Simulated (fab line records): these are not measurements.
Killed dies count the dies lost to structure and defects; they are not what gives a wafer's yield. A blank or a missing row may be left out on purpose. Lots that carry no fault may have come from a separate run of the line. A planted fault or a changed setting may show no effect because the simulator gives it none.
Shared-tool check    flow n5_finfet    Lots sampled 9, wafers sampled 26

## REASON FOR OPENING
Flagged at N5_DUMMY_GATE_THK_MEAS_05: reading thk_nm, on 2 of 9 lots. No-fault wafers: 71.9 nm, standard deviation 1.1.
Rule: flag the lot when none of its wafers has a number, or when each of its wafers that has one lies beyond 4 standard deviations from that mean. The other lots count as sound.

lot   measured     on             thk_nm (nm), wafer by wafer  flag
L905  day 3 06:35  film_metro-02  69.2 71.1 73.1               
L906  day 3 17:37  film_metro-02  73.1 71.2                    
L910  day 4 11:25  film_metro-01  71.6 72.2 71.9               
L911  day 4 20:53  film_metro-01  71.1 71.3 70.9               
L916  day 6 01:31  film_metro-02  53.0 52.8 54.2               FLAGGED
L918  day 6 10:18  film_metro-01  52.5 51.2 52.6               FLAGGED
L924  day 7 22:47  film_metro-02  72.3 71.5 71.5               
L925  day 8 04:10  film_metro-01  71.4 71.0 69.7               
L926  day 8 10:59  film_metro-02  72.6 72.7 71.4               
Average over the flagged lots: 52.7 nm; offset from the usual -19.2 nm, equal to -17 standard deviations.

## WHICH TOOL EACH LOT WENT THROUGH
2 process steps preceding the reading are held in the record, out of 1938 steps in the route. Cell contents, in order: the tool; ch with the chambers the sampled wafers went through; the start.
lot   flag     N5_DUMMY_GATE_ALD_02              N5_DUMMY_GATE_CVD_03
L905           ald_sin-02 ch 0,2,3, day 3 02:30  lpcvd-02 ch 0/114,0/90,0/95, day 3 02:36
L906           ald_sin-02 ch 1,2, day 3 13:32    lpcvd-01 ch 0/70,0/89, day 3 13:38
L910           ald_sin-02 ch 1,2, day 4 07:19    lpcvd-01 ch 1/40,1/45,1/59, day 4 07:26
L911           ald_sin-02 ch 1,3, day 4 16:47    lpcvd-01 ch 1/114,1/90,1/95, day 4 16:53
L916  FLAGGED  ald_sin-04 ch 0,1,3, day 5 21:26  lpcvd-01 ch 0/109,0/114,0/95, day 5 21:33
L918  FLAGGED  ald_sin-02 ch 0,1,3, day 6 06:13  lpcvd-01 ch 0/65,0/75,0/89, day 6 06:20
L924           ald_sin-02 ch 1,2,3, day 7 18:42  lpcvd-01 ch 1/40,1/54,1/64, day 7 18:49
L925           ald_sin-02 ch 0,1,3, day 8 00:05  lpcvd-01 ch 1/15,1/25,1/29, day 8 00:11
L926           ald_sin-02 ch 0,3, day 8 06:53    lpcvd-01 ch 1/15,1/25,1/39, day 8 06:59
What is done by these steps:
- N5_DUMMY_GATE_ALD_02: deposits SiO2, target thk 2 nm, pulse time 1 s.
- N5_DUMMY_GATE_CVD_03: deposits a-Si from SiH4, target thk 150 nm, time 8042 s.
- N5_DUMMY_GATE_THK_MEAS_05

## FLAGGED OVER TOTAL, TOOL BY TOOL (the gauges that took the reading come last)
step                       tool           lots run  flagged  share of the flagged lots  sound lots run after its first flagged lot
N5_DUMMY_GATE_ALD_02       ald_sin-02     8         1        some                       3 (L924,L925,L926)
N5_DUMMY_GATE_ALD_02       ald_sin-04     1         1        some                       0
N5_DUMMY_GATE_CVD_03       lpcvd-01       8         2        all                        3 (L924,L925,L926)
N5_DUMMY_GATE_CVD_03       lpcvd-02       1         0        none                       -
N5_DUMMY_GATE_THK_MEAS_05  film_metro-01  4         1        some                       1 (L925)
N5_DUMMY_GATE_THK_MEAS_05  film_metro-02  5         1        some                       2 (L924,L926)

## THE TABLE: WHAT IT ALLOWS
In the table, 1 row covers all flagged lots: lpcvd-01 at N5_DUMMY_GATE_CVD_03.
- lpcvd-01 at N5_DUMMY_GATE_CVD_03 ran 8 lots, 2 of them flagged. After the first flagged lot (L924, L925, L926), sound lots still ran on it; a lasting fault on the whole tool would not permit that.
Every row of the table either missed a flagged lot or ran a sound lot after the first.

## WHAT WAS PUT IN BY THE SIMULATOR
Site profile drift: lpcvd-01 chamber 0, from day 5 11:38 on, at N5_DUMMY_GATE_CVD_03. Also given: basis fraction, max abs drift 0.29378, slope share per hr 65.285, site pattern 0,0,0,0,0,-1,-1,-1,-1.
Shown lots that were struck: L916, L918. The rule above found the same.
